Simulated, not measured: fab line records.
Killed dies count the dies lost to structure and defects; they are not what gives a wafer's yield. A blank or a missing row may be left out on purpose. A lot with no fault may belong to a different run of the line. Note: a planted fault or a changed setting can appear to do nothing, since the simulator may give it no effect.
Problem report, 8D (eight disciplines) form, completed by code    flow n5 finfet    the parts of the form that need people (team, actions taken, sign-off) are left out

1. WHAT WENT WRONG
Mean of spin speed rpm at N5_GATE_CUT_COAT_34: 1393.8 rpm across 6 wafers in 2 lots; on wafers with no fault it is 1500.0 rpm (standard deviation 1.1). That is -97 standard deviations from the usual mean.
The step: time 60 s, resist thk 60 nm.
The first sign was on wafer L172.1 at day 5 22:27, on litho track-02. The record holds 12 wafers of 4 lots with a number at this step. The rule behind "out" and "out of limits": a value lying over 4 standard deviations away from the usual mean. All remaining wafers that have a number are taken as sound.

2. WHAT THIS IS AND IS NOT
question                     is                      is not
which readings at this step  spin speed rpm          resist line temp C
which lots                   L172, L173              L180, L184
which wafers of those lots   all that have a number  -
read on which tools          litho track-02          litho track-05
when                         from day 5 22:27        up to then (0 sound wafers); but 6 sound wafers of L180, L184 came after

3. SUSPECTS, AND WHAT RULES EACH OUT
Counting: a tool stays on the suspect list if, at a process step up to the reading, it processed all lots that are out and no sound lot following the first of them.
- litho track-02 at N5_GATE_CUT_COAT_34 (time 60 s, resist thk 60 nm): ruled out as a lasting fault. After its first lot that is out, L172 (day 5 22:27), sound lots L184 ran on it.
Left after counting: nothing in the record.

4. THE CAUSE (what the simulator had put in)
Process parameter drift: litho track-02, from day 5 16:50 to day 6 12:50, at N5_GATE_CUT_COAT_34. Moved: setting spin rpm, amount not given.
Counting ruled it out, wrongly.

5. SEQUENCE OF EFFECTS, ordered by route
Rows list readings where the struck wafers' mean (over those with a number) sits beyond 3 standard deviations from the usual. Scope: only readings with a usual standard deviation given in the record; hours: median across lots of the time from each lot's start at the first step in this table that gives one to its start at this step; sigmas: change in usual standard deviations.
hours  step                 reading         usual       on struck wafers  change  sigmas
0      N5_GATE_CUT_COAT_34  spin speed rpm  1500.0 rpm  1393.8            -106.2  -97
Process steps it contains:
- N5_GATE_CUT_COAT_34: time 60 s, resist thk 60 nm.

6. HOW IT WOULD HAVE BEEN CAUGHT EARLIER
The fault began at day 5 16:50; the first out-of-limits reading in this record came at day 5 22:27, 6 hours later.
